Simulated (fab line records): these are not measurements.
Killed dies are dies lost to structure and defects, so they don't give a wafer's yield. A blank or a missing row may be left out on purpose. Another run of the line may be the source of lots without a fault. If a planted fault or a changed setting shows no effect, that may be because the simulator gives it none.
Chamber matching -- flow nand-harc -- NHARC_A_CHANNEL_HOLE_D2_DESCUM_15 on rie-diel-10: 4 sister chambers
The step chemistry O2, time 3 s. 30 wafers are shown with their chamber, then 12 later ones without.

## EACH WAFER AND ITS CHAMBER
wafer,chamber,showerhead-plenum-p-Torr (Torr),drypump-motor-current-A (A),oes-product-au (a.u.)
L074.1,2,1.87,6.7,1.001
L074.3,1,1.87,5.9,0.979
L074.6,0,2.01,6.4,1.006
L076.4,1,1.87,5.9,0.996
L076.5,0,2.01,6.4,1.006
L076.6,2,1.87,6.7,1.000
L080.4,1,1.87,5.9,0.999
L080.5,1,1.87,5.8,0.998
L080.6,2,1.87,6.7,1.005
L080.1,3,1.92,6.1,0.991
L080.2,2,1.87,6.7,1.002
L080.3,0,2.01,6.4,1.003
L081.2,0,2.01,6.4,0.996
L081.3,2,1.87,6.8,1.005
L081.6,0,2.01,6.4,0.999
L081.1,1,1.87,5.9,0.999
L081.4,3,1.92,6.1,0.986
L081.5,1,1.87,5.9,0.993
L086.1,3,1.92,6.1,0.996
L086.3,2,1.87,6.8,1.008
L086.5,0,2.01,6.4,0.987
L089.2,1,1.87,5.9,1.001
L089.4,2,1.87,6.7,0.994
L089.5,3,1.92,6.1,0.985
L090.2,1,1.87,5.9,0.996
L090.3,0,2.00,6.4,1.010
L090.6,0,2.01,6.4,1.004
L090.1,3,1.92,6.1,0.988
L090.4,3,1.92,6.1,0.990
L090.5,1,1.87,5.9,1.005

SIGNATURES (averages over the wafers above)
reading,chamber 0,chamber 1,chamber 2,chamber 3,scatter within a chamber
showerhead-plenum-p-Torr,2.0088,1.8700,1.8700,1.9200,0.00183
drypump-motor-current-A,6.400,5.889,6.729,6.100,0.0299
oes-product-au,1.00137,0.99622,1.00214,0.98933,0.00619
Rule: a wafer lies at a distance from a chamber equal to the root of the sum of squares, over the readings, of (its reading less the chamber's mean, divided by the reading's scatter). If the next closest chamber is less than 2 further off than the closest, the wafer can't be placed; otherwise it belongs to the closest. The scatter: the root of (the sum of the squares of (reading less its chamber's mean) over the shown wafers, divided by (wafers less chambers)).

## WAFERS WHOSE CHAMBER IS MISSING
wafer,showerhead-plenum-p-Torr (Torr),drypump-motor-current-A (A),oes-product-au (a.u.)
L094.2,2.00,6.5,1.003
L094.3,1.87,5.9,1.002
L094.5,1.87,5.9,0.993
L095.3,1.92,6.1,0.998
L095.4,1.87,6.7,1.007
L095.5,1.92,6.1,0.996
L096.1,2.00,6.4,1.005
L096.4,1.87,5.9,1.002
L096.6,2.00,6.4,1.001
L096.2,1.87,6.7,0.993
L096.3,1.92,6.1,1.003
L096.5,1.87,5.8,1.008

## THE CHAMBER EACH PASSED THROUGH
wafer,from the rows above,in truth
L094.2,0,0
L094.3,1,1
L094.5,1,1
L095.3,3,3
L095.4,2,2
L095.5,3,3
L096.1,0,0
L096.4,1,1
L096.6,0,0
L096.2,2,2
L096.3,3,3
L096.5,1,1
12 of 12 placed correctly. Can't be placed from these rows: 0. Placed wrongly: 0.
